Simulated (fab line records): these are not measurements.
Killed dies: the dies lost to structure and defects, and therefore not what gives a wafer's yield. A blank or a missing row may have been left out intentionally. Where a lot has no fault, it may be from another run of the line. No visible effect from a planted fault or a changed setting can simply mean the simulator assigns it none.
Struck lot and sound lot, side by side + flow n5 finfet + 16 steps out of a route of 1938
Sound: these wafers, L723.1, L723.4, L723.5. Struck: wafer L718.3 (L718.1, L718.5, from the same lot, were not struck and are left out); the cause is given at the end.
At each step with rows: each side's tool, then ch and its chambers, then its first start. Under that, the readings that differ: sound wafers + struck wafers + difference of the means + sigmas: that difference in standard deviations of wafers without a fault.
alike: words and numbers the same on both sides, and readings whose means are apart by under 2 such deviations; not compared: readings that were withheld, readings missing a value for some wafer, numbers with overlapping values and no deviation given by the record, and bounds like >300 which may hide the same value.
Wherever a step has rows on one side only, a row that says differs or no value, or a row with sigmas, the two part there. Numbers that don't overlap but have no deviation are shown without sigmas and don't part them. Lack of a reading on every wafer of one side parts them only where that side has two or more wafers.

first, 1 step without rows for these wafers: N5_FIN_SAQP_MANDREL_ETCH_58 (etches a-Si in HBr/Cl2, stops on SiNx, target depth 45 nm, bt time 10 s, time 27 s).
N5_FIN_SAQP_RECESS_63: chemistry HF/NH3, target SiO2, target depth 18 nm, afs cycles 3, sublimation time 60 s.
  sound on vapor etch-02 ch 0,1, day 5 13:35; struck on vapor etch-02 ch 0, day 4 06:55
  alike: drypump motor current A
then, 1 step without rows for these wafers: N5_FIN_SAQP_COAT_68 (time 60 s, resist thk 100 nm).
N5_FIN_SAQP_ETCH_69: etches SOC in N2/H2, stops on SiNx, target depth 150 nm.
  sound on rie diel-01 ch 1,2,3, day 5 14:02; struck on rie diel-05 ch 0, day 4 07:22
  alike: drypump motor current A, oes product au, rf fwd power W, rf vpp V, showerhead plenum p Torr, throttle valve pct
  not compared: rf hours counter h
then, 2 steps without rows for these wafers: N5_FIN_SAQP_ETCH_67 (etches SiNx in CH3F/O2, target depth 30 nm); N5_FIN_SAQP_STRIP_70 (strips in N2/H2).
N5_FIN_SAQP_RECESS_71: chemistry HF/NH3, target SiO2, target depth 3 nm, afs cycles 1, sublimation time 60 s.
  sound on vapor etch-01 ch 1, day 5 14:11; struck on vapor etch-01 ch 1, day 4 07:32
  alike: drypump motor current A
N5_FIN_SAQP_SPACER2_ALD_28: deposits SiO2, target thk 8.1 nm, pulse time 1 s, purge time 2 s.
  sound on ald sin-03 ch 0,1,3, day 5 14:20; struck on ald sin-02 ch 3, day 4 07:40
  alike: heater power w, precursor pulse height rel
  not compared: since wet clean h
then, 1 step without rows for these wafers: N5_FIN_SAQP_SPACER2_ETCHBACK_29 (etches SiO2 in CHF3/O2, target depth 12.2 nm, time 6.1 s).
N5_FIN_SAQP_MANDREL2_REMOVE_60: chemistry HBr/Cl2/O2, target a-Si, stops on SiNx, bt time 10 s.
  sound on rie si-02 ch 1,3, day 5 14:49; struck on rie si-05 ch 3, day 4 08:05
  alike: drypump motor current A, oes product au, throttle valve pct
  not compared: rf hours counter h
N5_FIN_SAQP_CD_MEAS_31: target cd 8 nm.
  sound on cd sem-03 ch 0, day 5 14:55; struck on cd sem-02 ch 0, day 4 08:12
  alike: cd nm
then, 1 step without rows for these wafers: N5_FIN_SAQP_HM_OPEN_33 (chemistry CH3F/O2, target SiNx, target depth 49.4 nm, time 70.6 s).
N5_FIN_SAQP_ETCH_34: etches SiO2 in C4F6/O2, target depth 45 nm, time 15 s.
  sound on rie diel-06 ch 1,3, day 5 15:12; struck on rie diel-05 ch 3, day 4 08:26
| reading                     | sound             | struck | difference | sigmas |
|-----------------------------|-------------------|--------|------------|--------|
| drypump motor current A (A) | 4.8 5.8 5.8       | 6.7    | +1.2       | +2     |
| etch rf on time s (s)       | 14.8 15.8 15.6    | 14.0   | -1.4       | -4     |
| oes_f_703_au (a.u.)         | 0.82 0.67 0.67    | 0.97   | +0.25      | +4     |
| rf fwd power W (W)          | 337.2 334.9 338.2 | 420.1  | +83.3      | +83    |
| rf vpp V (V)                | 649 661 662       | 581    | -76        | -8     |
  alike: mfc ar sccm, oes product au, showerhead plenum p Torr, throttle valve pct
  not compared: rf hours counter h
then, 1 step without rows for these wafers: N5_FIN_SAQP_STRIP_77 (strips in N2/H2, time 90 s).
-- the record jumps here: 6 days lie between the struck wafers' starts before and after (it left off in module FIN_SAQP and takes up again in module BEOL_M4, whose first step shown is number 1111 of the route) --
N5_BEOL_M4_RC_MEAS_101:
  sound on prober-02 ch 0, day 11 17:36; struck on prober-02 ch 0, day 10 13:26
| reading        | sound          | struck | difference | sigmas |
|----------------|----------------|--------|------------|--------|
| DIBL_N (mV/V)  | 40.6 40.2 37.8 | 32.3   | -7.2       | -4     |
| DIBL_P (mV/V)  | 41.6 39.0 38.2 | 32.5   | -7.1       | -3     |
| IOFF_N (nA/um) | 0.23 0.21 0.16 | 0.11   | -0.09      | -3     |
| IOFF_P (nA/um) | 0.31 0.25 0.24 | 0.15   | -0.12      | -3     |
| SS_N (mV/dec)  | 72.2 73.9 72.4 | 71.0   | -1.8       | -3     |
| SS_P (mV/dec)  | 74.7 73.9 73.2 | 71.9   | -2.0       | -3     |
  alike: ION_N, ION_P, VT_N, VT_P
-- here the record skips 5 days between the struck wafers' starts before and after, leaving off in module BEOL_M4 and picking up in module PASSIVATION (first step shown: number 1936 of the route) --
N5_PASSIVATION_PROBE_49:
  the record has rows for the struck wafers here (prober-01, day 15 13:25) and none for the sound ones

WHERE THEY PART
At N5_FIN_SAQP_ETCH_34 first; at N5_PASSIVATION_PROBE_49 last (within this record only).

WHY: what the simulator had put in
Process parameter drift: rie diel-05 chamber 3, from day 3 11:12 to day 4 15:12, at N5_FIN_SAQP_ETCH_34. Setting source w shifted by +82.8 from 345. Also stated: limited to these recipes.
